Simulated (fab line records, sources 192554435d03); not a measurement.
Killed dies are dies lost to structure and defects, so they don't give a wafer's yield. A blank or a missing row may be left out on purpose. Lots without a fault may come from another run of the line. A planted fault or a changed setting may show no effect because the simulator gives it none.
fab line records | flow n5_finfet
record lots=6 wafers=16 last_day=18
route steps=1938 shown FIN_CUT@164
lots that met no fault: from a run of the same line without faults
start_h: hours from the record's first day to the start of the lot's first wafer shown | wait_h: hours since the lot's step before | " the same as in the row above | L1.1+2: a row that stands for several wafers | - no value, or no start given | * or withheld: withheld | < > ~ a bound
route shown NAME@n: a module of which the file shows steps, and the number in the route of the first | usual: mean/standard deviation of fault-free wafers | same: alike in all rows | chamber/n: place in a boat | sites: the reading at each site | _std_site: their standard deviation | _edge_site: outer sites' mean less inner sites' | radius_mm: how far each site lies from the wafer's centre | mask NAME#n: copy n | behind: the tool/chamber that last shaped the wafer | hold: why the lot was held/for how many hours/how that ended | device: the transistor (n, p or np) that didn't switch | end of line: the same wafers' tests at the end of the route | a step without rows: its recipe alone | killed: dies lost to structure and defects at the first sort, not the wafer's yield | map: a wafer's dies, x killed, . not, _ none there
set.NAME: the setting as run; set.NAME@STEP: as run at that earlier step | model.NAME: the simulator's own value behind a step, which no gauge read
lots at some steps of the route; a table a step, a row a wafer
services: from which hour (start_h, from the record's first day; less than 0 if before it) a tool's chamber was out of use, for how many hours, and why
## steps
# step N5_FIN_CUT_OVL_MEAS_09
# recipe points_per_wafer=522
# usual FIN_CUT_OVL=-0.2/0.74
# same points_per_wafer=522
# columns lot.wafer tool chamber start_h wait_h FIN_CUT_OVL[nm]
L739.1 overlay-01 0 33.73 0.0 -0.7
L739.3 " 0 " " -0.9
L739.5 " 0 " " -1.7
L745.2 overlay-01 0 69.08 0.0 0.4
L745.5 " 0 " " 1.2
L745.6 " 0 " " 0.3
L753.2 overlay-02 0 116.93 0.0 -0.3
L753.3 " 0 " " -0.1
L754.3 overlay-01 0 128.47 0.0 -0.9
L754.5 " 0 " " -0.7
L755.2 overlay-01 0 142.73 11.1 -0.8
L755.5 " 0 " " 0.4
L755.6 " 0 " " 0.3
L756.1 overlay-01 0 142.91 8.3 -0.5
L756.5 " 0 " " -0.5
L756.6 " 0 " " 0.6
# step N5_FIN_CUT_INSPECT_10
# recipe mode=adi inspect_instrument=brightfield
# usual raw_defect_count=41/11
# columns lot.wafer tool chamber start_h wait_h raw_defect_count
L739.1 defect_inspect-01 - 33.79 0.1 37
L739.3 " - " " 34
L739.5 " - " " 46
L745.2 defect_inspect-01 - 69.13 0.0 48
L745.5 " - " " 33
L745.6 " - " " 46
L753.2 defect_inspect-02 - 116.98 0.0 52
L753.3 " - " " 42
L754.3 defect_inspect-01 - 128.52 0.0 42
L754.5 " - " " 25
L755.2 defect_inspect-01 - 142.78 0.0 25
L755.5 " - " " 33
L755.6 " - " " 37
L756.1 defect_inspect-02 - 142.97 0.1 34
L756.5 " - " " 35
L756.6 " - " " 26
# step N5_FIN_CUT_DESCUM_13
# recipe chemistry=O2 time_s=7 source_power_w=50 bias_power_w=20 pressure_mtorr=20 rf_frequency_hz=2.712e+07 temp_c=40 resist=CAR-EUV o2_flow_sccm=225
# usual chamber_pressure_mTorr=19.998/0.019 drypump_motor_current_A=5.8/0.57 oes_product_au=0.78/0.076 rf_vpp_V=243.4/1.4 showerhead_plenum_p_Torr=2.11/0.067 throttle_valve_pct=20.55/0.22
# columns lot.wafer tool chamber start_h wait_h chamber_pressure_mTorr drypump_motor_current_A oes_product_au rf_hours_counter_h rf_vpp_V showerhead_plenum_p_Torr throttle_valve_pct
L739.1 rie_diel-06 0 33.83 0.0 19.989 6.4 0.72 182 244.4 2.18 20.75
L739.3 " 2 " " 20.005 6.4 0.81 105 241.9 2.02 20.40
L739.5 " 2 " " 20.010 6.4 0.80 - 241.2 2.02 20.42
L745.2 rie_diel-03 2 69.16 0.0 19.956 5.0 0.79 113 244.7 2.19 20.38
L745.5 " 2 " " 20.001 5.0 0.80 - 246.1 2.19 20.39
L745.6 " 3 " " 19.997 5.4 0.98 - 244.0 2.14 20.43
L753.2 rie_diel-06 3 117.01 0.0 20.026 5.2 0.86 32 243.7 2.14 20.73
L753.3 " 0 " " 19.979 6.4 0.71 203 244.4 2.17 20.75
L754.3 rie_diel-01 0 128.55 0.0 20.002 6.6 0.83 72 241.6 2.04 20.78
L754.5 " 0 " " 20.001 6.7 0.83 - 241.0 2.04 20.78
L755.2 rie_diel-03 0 142.87 0.1 20.044 5.5 0.74 176 243.0 2.09 20.69
L755.5 " 2 " " 19.997 5.0 0.78 - 245.5 2.18 20.39
L755.6 " 1 " " 19.980 6.1 0.75 - 241.3 2.01 20.05
L756.1 rie_diel-03 3 143.70 0.7 19.987 5.4 0.93 21 244.8 2.14 20.47
L756.5 " 2 " " 19.983 5.0 0.78 - 242.6 2.18 20.40
L756.6 " 3 " " 19.984 5.4 0.92 - 242.6 2.14 20.47
# step N5_FIN_CUT_ETCH_30
# recipe chemistry=N2/H2 target=underlayer target_depth_a=130 mask_material=CAR-EUV time_s=10.4 ion_energy_ev=200 pressure_mtorr=30 source_w=840 bias_w=150 n2_flow_sccm=200 h2_flow_sccm=200 ends=cleared
# usual chamber_pressure_mTorr=30.001/0.028 drypump_motor_current_A=5.8/0.57 etch_rf_on_time_s=10.39/0.15 oes_product_au=0.67/0.064 rf_vpp_V=524.5/2.5 showerhead_plenum_p_Torr=2.56/0.08 throttle_valve_pct=17.98/0.19
# columns lot.wafer tool chamber start_h wait_h chamber_pressure_mTorr drypump_motor_current_A etch_rf_on_time_s oes_product_au rf_hours_counter_h rf_vpp_V showerhead_plenum_p_Torr throttle_valve_pct
L739.1 rie_diel-06 0 33.86 0.0 30.007 6.4 10.33 0.63 182 525.2 2.63 18.17
L739.3 " 2 " " 29.987 6.4 10.31 0.70 105 521.5 2.46 17.89
L739.5 " 2 " " 30.046 6.4 10.40 0.70 - 521.0 2.46 17.86
L745.2 rie_diel-03 2 69.20 0.0 30.036 5.0 10.58 0.68 113 525.8 2.66 17.82
L745.5 " 2 " " 29.945 5.0 10.57 0.67 - 528.7 2.66 17.86
L745.6 " 3 " " 29.950 5.4 10.42 0.83 - 527.1 2.61 17.83
L753.2 rie_diel-06 3 117.05 0.0 30.028 5.2 10.28 0.74 32 525.0 2.59 18.09
L753.3 " 0 " " 30.025 6.4 10.24 0.62 203 528.1 2.63 18.20
L754.3 rie_diel-01 0 128.59 0.0 30.033 6.6 10.39 0.71 72 522.4 2.47 18.10
L754.5 " 0 " " 30.014 6.6 10.42 0.71 - 521.9 2.47 18.10
L755.2 rie_diel-03 0 142.91 0.0 30.024 5.5 10.48 0.63 176 523.5 2.53 18.03
L755.5 " 2 " " 29.985 5.0 10.43 0.67 - 525.7 2.66 17.87
L755.6 " 1 " " 29.991 6.1 10.24 0.65 - 521.3 2.44 17.63
L756.1 rie_diel-03 3 143.74 0.0 30.019 5.4 10.20 0.80 21 525.1 2.60 17.85
L756.5 " 2 " " 30.021 5.0 10.44 0.68 - 527.2 2.66 17.86
L756.6 " 3 " " 30.000 5.4 10.23 0.79 - 526.0 2.60 17.85
# step N5_FIN_CUT_ETCH_20
# recipe chemistry=CF4 target=SiARC target_depth_a=260 mask_material=CAR-EUV time_s=43.3 ion_energy_ev=80 pressure_mtorr=40 source_w=545 bias_w=36 Ar_flow_sccm=100 cf4_flow_sccm=100 ends=cleared
# step N5_FIN_CUT_ETCH_21
# recipe chemistry=N2/H2 target=SOC target_depth_a=2190 overetch_a=438 mask_material=SiARC temp_c=40 ion_energy_ev=100 bias_w=61 time_s=523.5 pressure_mtorr=30 source_w=850 n2_flow_sccm=200 h2_flow_sccm=200
# usual chamber_pressure_mTorr=29.998/0.025 drypump_motor_current_A=5.8/0.57 oes_product_au=0.72/0.067 rf_vpp_V=240.9/1.4 showerhead_plenum_p_Torr=2.56/0.08 throttle_valve_pct=17.93/0.19
# columns lot.wafer tool chamber start_h wait_h chamber_pressure_mTorr drypump_motor_current_A oes_product_au rf_hours_counter_h rf_vpp_V showerhead_plenum_p_Torr throttle_valve_pct
L739.1 rie_diel-06 0 33.92 0.0 29.988 6.4 0.67 182 242.3 2.63 18.12
L739.3 " 2 " " 29.987 6.4 0.75 105 239.9 2.46 17.83
L739.5 " 2 " " 30.027 6.4 0.74 - 241.6 2.46 17.83
L745.2 rie_diel-03 2 69.26 0.0 30.042 5.0 0.74 113 243.0 2.66 17.80
L745.5 " 2 " " 30.036 5.0 0.75 - 242.5 2.66 17.79
L745.6 " 3 " " 30.026 5.4 0.90 - 241.1 2.61 17.78
L753.2 rie_diel-06 3 117.10 0.0 30.020 5.2 0.79 33 240.5 2.59 18.04
L753.3 " 0 " " 29.999 6.4 0.66 203 241.6 2.63 18.16
L754.3 rie_diel-01 0 128.65 0.0 30.003 6.7 0.76 72 238.9 2.47 18.05
L754.5 " 0 " " 29.972 6.6 0.76 - 241.3 2.47 18.05
L755.2 rie_diel-03 0 142.96 0.0 29.978 5.6 0.68 176 240.2 2.53 18.00
L755.5 " 2 " " 29.983 5.0 0.72 - 243.0 2.66 17.82
L755.6 " 1 " " 29.998 6.1 0.68 - 238.9 2.44 17.56
L756.1 rie_diel-03 3 143.79 0.0 29.983 5.4 0.84 21 242.0 2.60 17.80
L756.5 " 2 " " 29.980 5.0 0.71 - 242.7 2.65 17.81
L756.6 " 3 " " 30.008 5.4 0.85 - 242.4 2.60 17.82
# step N5_FIN_CUT_STRIP_23
# recipe chemistry=N2/H2 temp_c=40 n2_flow_sccm=200 h2_flow_sccm=200 rf_frequency_hz=6e+07
# step N5_FIN_CUT_STRIP_31
# recipe chemistry=N2/H2 temp_c=40 n2_flow_sccm=200 h2_flow_sccm=200 rf_frequency_hz=6e+07
# step N5_FIN_CUT_STRIP_24
# recipe chemistry=CF4 resist=SiARC power_w=300 bias_power_w=75 pressure_mtorr=50 cf4_flow_sccm=150 rf_frequency_hz=6e+07
# usual chamber_pressure_mTorr=50.00/0.045 drypump_motor_current_A=5.8/0.57 oes_product_au=0.77/0.072 rf_vpp_V=271.4/1.4 showerhead_plenum_p_Torr=1.81/0.052 throttle_valve_pct=13.68/0.22
# columns lot.wafer tool chamber start_h wait_h chamber_pressure_mTorr drypump_motor_current_A oes_product_au rf_hours_counter_h rf_vpp_V showerhead_plenum_p_Torr throttle_valve_pct
L739.1 rie_diel-06 0 34.25 0.0 49.97 6.4 0.72 182 271.5 1.86 13.91
L739.3 " 2 " " 50.06 6.4 0.81 106 269.9 1.74 13.56
L739.5 " 2 " " 49.98 6.4 0.80 - 270.6 1.74 13.55
L745.2 rie_diel-03 2 69.58 0.0 50.09 5.0 0.79 113 272.9 1.87 13.57
L745.5 " 2 " " 50.01 5.0 0.79 - 272.0 1.87 13.57
L745.6 " 3 " " 50.02 5.3 0.95 - 272.5 1.83 13.45
L753.2 rie_diel-06 3 117.43 0.0 50.08 5.2 0.85 33 271.3 1.82 13.65
L753.3 " 0 " " 49.93 6.4 0.71 203 272.5 1.85 13.94
L754.3 rie_diel-01 0 128.97 0.0 50.05 6.6 0.82 72 270.1 1.75 13.79
L754.5 " 0 " " 50.00 6.6 0.81 - 269.4 1.75 13.79
L755.2 rie_diel-03 0 143.29 0.0 50.00 5.5 0.74 176 271.7 1.79 13.82
L755.5 " 2 " " 49.99 5.0 0.77 - 272.9 1.87 13.61
L755.6 " 1 " " 49.97 6.1 0.74 - 269.9 1.73 13.24
L756.1 rie_diel-03 3 144.12 0.0 49.93 5.3 0.91 21 270.6 1.83 13.48
L756.5 " 2 " " 49.92 5.0 0.77 - 274.1 1.87 13.61
L756.6 " 3 " " 49.99 5.4 0.92 - 272.3 1.83 13.49
# step N5_FIN_CUT_CUT_ETCH_26
# recipe chemistry=CH3F/O2 target=SiNx target_depth_a=390 mask_material=SOC time_s=55.7 pressure_mtorr=30 source_w=395 bias_w=73 Ar_flow_sccm=150 CH3F_flow_sccm=30 O2_flow_sccm=20 ion_energy_ev=120
# step N5_FIN_CUT_CUT_ETCH_27
# recipe chemistry=CHF3/O2 target=SiO2 target_depth_a=40 mask_material=SOC overetch_a=20 time_s=4.9 pressure_mtorr=30 source_w=650 bias_w=170 Ar_flow_sccm=200 CHF3_flow_sccm=50 O2_flow_sccm=5 ion_energy_ev=200
# step N5_FIN_CUT_PRECLEAN_35
# recipe time_s=13.3 temp_c=45 pressure_torr=125 p_hf_torr=3 p_coreactant_torr=25 chemistry=vHF
# usual drypump_motor_current_A=5.9/0.4
# columns lot.wafer tool chamber start_h wait_h drypump_motor_current_A
L739.1 vapor_etch-01 1 34.39 0.1 6.5
L739.3 " 0 " " 6.0
L739.5 " 0 " " 6.0
L745.2 vapor_etch-01 1 69.71 0.0 6.5
L745.5 " 0 " " 5.9
L745.6 " 1 " " 6.5
L753.2 vapor_etch-02 1 117.56 0.0 5.5
L753.3 " 0 " " 5.6
L754.3 vapor_etch-02 1 129.12 0.1 5.4
L754.5 " 1 " " 5.4
L755.2 vapor_etch-02 0 143.42 0.0 5.6
L755.5 " 1 " " 5.5
L755.6 " 0 " " 5.6
L756.1 vapor_etch-01 1 144.25 0.0 6.5
L756.5 " 0 " " 6.0
L756.6 " 1 " " 6.5
# step N5_FIN_CUT_CUT_ETCH_15
# recipe chemistry=HBr/Cl2/O2 target=Si target_depth_a=1000 bt_time_s=10 mask_material=SOC time_s=42.4 ion_energy_ev=* bias_w=* pressure_mtorr=10 icp_w=800 HBr_flow_sccm=150 Cl2_flow_sccm=80 O2_flow_sccm=12
# usual chamber_pressure_mTorr=10.000/0.0082 drypump_motor_current_A=5.7/0.4 oes_product_au=0.999/0.018 throttle_valve_pct=37.25/0.24
# columns lot.wafer tool chamber start_h wait_h chamber_pressure_mTorr drypump_motor_current_A oes_product_au rf_hours_counter_h throttle_valve_pct model.FIN_CUT.feature_depth_nm model.etch.depth_nm model.SOC_of_FIN_CUT_COAT_18.thk_nm
L739.1 rie_si-04 2 34.47 0.1 9.993 5.9 0.981 68 37.36 101 101 169.8
L739.3 " 1 " " 9.994 6.2 0.982 166 37.26 102 101.9 168.6
L739.5 " 0 " " 10.008 6.1 1.008 - 37.55 99.2 99.23 170
L745.2 rie_si-05 1 69.80 0.1 9.985 5.0 0.974 89 37.35 99.4 99.47 172
L745.5 " 1 " " 10.003 5.0 0.973 - 37.33 99.6 99.6 173
L745.6 " 2 " " 10.007 5.6 1.009 - 37.65 99.8 99.74 172.2
L753.2 rie_si-05 1 117.64 0.1 9.990 5.0 0.981 90 37.34 100.6 100.6 169.8
L753.3 " 0 " " 10.007 6.1 1.080 1 37.24 162.6 162.6 147.2
L754.3 rie_si-05 3 129.18 0.0 10.010 5.5 1.048 104 36.76 163.4 163.3 147.2
L754.5 " 1 " " 10.006 5.0 1.031 - 37.29 162.8 162.8 147
L755.2 rie_si-06 2 143.50 0.1 9.999 5.3 0.978 99 37.12 101.2 101.2 169.2
L755.5 " 2 " " 10.001 5.3 0.987 - 37.08 100.8 100.8 169.6
L755.6 " 3 " " 10.012 5.7 1.026 - 37.13 100.6 100.7 169.2
L756.1 rie_si-04 3 144.33 0.1 10.001 6.2 1.006 144 37.33 99.2 99.28 170.2
L756.5 " 3 " " 9.996 6.3 1.005 - 37.34 98.8 98.76 170.2
L756.6 " 2 " " 10.001 5.9 0.976 - 37.34 100.2 100.3 169.4
# step N5_FIN_CUT_CUT_ETCH_28
# recipe chemistry=HBr/Cl2/O2 target=Si target_depth_a=60 mask_material=SOC time_s=2.4 ion_energy_ev=* bias_w=* pressure_mtorr=10 icp_w=800 HBr_flow_sccm=150 Cl2_flow_sccm=80 O2_flow_sccm=12
# usual chamber_pressure_mTorr=10.000/0.0089 drypump_motor_current_A=5.7/0.4 oes_product_au=1.000/0.017 throttle_valve_pct=37.24/0.24
# columns lot.wafer tool chamber start_h wait_h chamber_pressure_mTorr drypump_motor_current_A oes_product_au rf_hours_counter_h throttle_valve_pct model.SOC_of_FIN_CUT_COAT_18.thk_nm
L739.1 rie_si-04 2 34.53 0.0 9.997 5.9 0.977 68 37.34 168
L739.3 " 1 " " 9.997 6.2 0.994 166 37.24 166.8
L739.5 " 0 " " 9.985 6.1 1.012 - 37.55 168.2
L745.2 rie_si-05 1 69.85 0.0 9.994 5.0 0.975 89 37.37 170.2
L745.5 " 1 " " 9.994 5.0 0.978 - 37.34 171.2
L745.6 " 2 " " 9.999 5.6 1.019 - 37.63 170.6
L753.2 rie_si-05 1 117.70 0.0 10.004 5.0 0.970 90 37.37 168.2
L753.3 " 0 " " 9.996 6.1 1.022 1 37.26 145.6
L754.3 rie_si-05 3 129.24 0.0 10.002 5.5 0.989 104 36.79 145.4
L754.5 " 1 " " 10.009 5.0 0.977 - 37.32 145.4
L755.2 rie_si-06 2 143.56 0.0 9.999 5.3 0.982 99 37.09 167.4
L755.5 " 2 " " 9.999 5.3 0.989 - 37.11 168
L755.6 " 3 " " 10.008 5.6 1.023 - 37.14 167.4
L756.1 rie_si-04 3 144.39 0.0 10.014 6.3 1.007 144 37.33 168.4
L756.5 " 3 " " 9.998 6.3 1.016 - 37.31 168.6
L756.6 " 2 " " 9.998 5.9 0.981 - 37.35 167.8
# step N5_FIN_CUT_STRIP_22
# recipe chemistry=N2/H2 power_w=500 temp_c=40 pressure_mtorr=50 rf_frequency_hz=6e+07 overash_fraction=0.3 bias_power_w=8 h2_frac=0.5 n2_flow_sccm=300 h2_flow_sccm=300
## services
# columns tool chamber start_h hours kind
rie_si-05 1 27.09 6.5 repair
rie_diel-01 1 28.63 15.2 repair
rie_diel-03 3 37.19 - clean
rie_diel-03 3 37.19 - consumable_replace:focus_ring
rie_diel-03 3 37.19 11.0 scheduled_down
rie_diel-03 3 37.19 11.0 vent_cycle
rie_si-05 0 38.33 - clean
rie_si-05 0 38.33 16.3 scheduled_down
rie_si-05 0 38.33 16.3 vent_cycle
rie_diel-03 - 56.58 0.7 repair
rie_diel-06 2 62.12 2.9 repair
rie_diel-03 1 63.66 28.1 repair
rie_si-06 1 67.40 4.3 repair
rie_si-06 3 70.12 6.7 repair
rie_diel-01 0 75.90 1.5 repair
rie_si-05 - 104.94 1.8 repair
rie_diel-01 2 108.89 - clean
rie_diel-01 2 108.89 - consumable_replace:focus_ring
rie_diel-01 2 108.89 - consumable_replace:showerhead
rie_diel-01 2 108.89 24.0 scheduled_down
rie_diel-01 2 108.89 24.0 vent_cycle
rie_si-06 - 109.83 2.8 pm
## key
first_sign step=N5_FIN_CUT_CUT_ETCH_15 reading=oes_product_au direction=up sigmas=3 usual=0.999 struck=1.053
effect none on later readings
model_effect step=N5_FIN_CUT_CUT_ETCH_15 value=FIN_CUT.feature_depth_nm without=100.1 struck=162.9
model_effect step=N5_FIN_CUT_CUT_ETCH_28 value=SOC_of_FIN_CUT_COAT_18.thk_nm without=168.9 struck=145.5
met_at N5_FIN_CUT_CUT_ETCH_15
struck_wafers L753.3,L754.3,L754.5
tester_left_out L753,L754
onset_between 69.80 117.64
fault kind=process_parameter_drift tool=rie_si-05 chamber=- onset_h=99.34 steps=N5_FIN_CUT_CUT_ETCH_15 channel=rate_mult offset=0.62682 shape=step end_h=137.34 scope=struck_wafers_only
# tester_left_out: of these lots the tester's yield and bins aren't shown, on N5 and GAA mostly nor the transistor test; their killed dies are dies lost to structure and defects alone, not to doping, threshold or leakage, so they don't give the yield
